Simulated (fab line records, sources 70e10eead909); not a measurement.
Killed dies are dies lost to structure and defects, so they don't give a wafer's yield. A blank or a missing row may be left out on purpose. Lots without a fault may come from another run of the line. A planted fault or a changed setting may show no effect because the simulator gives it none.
One fault seen from 2 desks | flow nand_harc | each desk has only its own numbers; what lay behind them comes last

THE METROLOGY DESK
What the gauges read, lot by lot, whatever tool the lot ran on: means of the sampled wafers that have a number. A lot is out of limits, marked OUT, if its mean lies more than 4 standard deviations from the usual mean; the brackets give that distance.
Columns: A = cd_nm at NHARC_P_STI_CD_MEAS_09, usual 202.6 nm; B = cd_nm at NHARC_P_GATE_CD_MEAS_26, usual 120.1 nm
lot  | first seen here | A     | B
L304 | day 7 20:23     | 203.5 | 120.2
L305 | day 8 04:46     | 202.6 | 120.2
L306 | day 8 14:36     | 203.6 | 121.9
L307 | day 9 02:17     | 202.5 | 119.9
L308 | day 9 11:25     | 202.2 | 119.2
L309 | day 10 00:56    | 203.4 | 121.6
L310 | day 10 11:20    | 200.6 | 120.7
L311 | day 10 22:48    | 199.6 | 120.9
L312 | day 11 04:00    | 202.6 | 120.9
L313 | day 11 14:07    | 200.8 | 120.9
L314 | day 11 22:16    | 202.8 | 120.6
L315 | day 12 10:47    | 202.2 | 120.6
This desk's finding: nothing out of limits on any of the 12 lots.

THE TOOL OWNER'S DESK: implanter-01
The tool's own readings at NHARC_P_ZERO_WELL_IMPLANT_60: means of the sampled wafers that have a number, for each lot that ran on this tool. A lot is out of limits, marked OUT, if its mean lies more than 4 standard deviations from the usual mean; the brackets give that distance.
Columns: A = beam_energy_keV at NHARC_P_ZERO_WELL_IMPLANT_60, usual 30.001; B = beam_on_s at NHARC_P_ZERO_WELL_IMPLANT_60, usual 10.00 s; C = end_station_pressure_torr at NHARC_P_ZERO_WELL_IMPLANT_60, usual 5e-06 Torr
lot  | first seen here | A      | B     | C
L304 | day 7 00:59     | 30.000 | 9.90  | 5e-06
L305 | day 7 10:41     | 29.985 | 10.15 | 5e-06
L306 | day 7 20:42     | 30.009 | 9.84  | 5e-06
L309 | day 9 03:04     | 29.999 | 10.09 | 5e-06
L310 | day 9 12:55     | 30.003 | 10.07 | 5e-06
L311 | day 10 04:17    | 30.000 | 10.08 | 5e-06
L314 | day 11 04:57    | 30.009 | 10.01 | 5e-06
L315 | day 11 14:58    | 29.997 | 9.87  | 5e-06
This desk's finding: nothing out of limits on any of the 8 lots.

PUT TOGETHER
The metrology desk saw nothing out of limits.
The tool owner's desk saw nothing out of limits.

WHAT THE SIMULATOR HAD PUT IN
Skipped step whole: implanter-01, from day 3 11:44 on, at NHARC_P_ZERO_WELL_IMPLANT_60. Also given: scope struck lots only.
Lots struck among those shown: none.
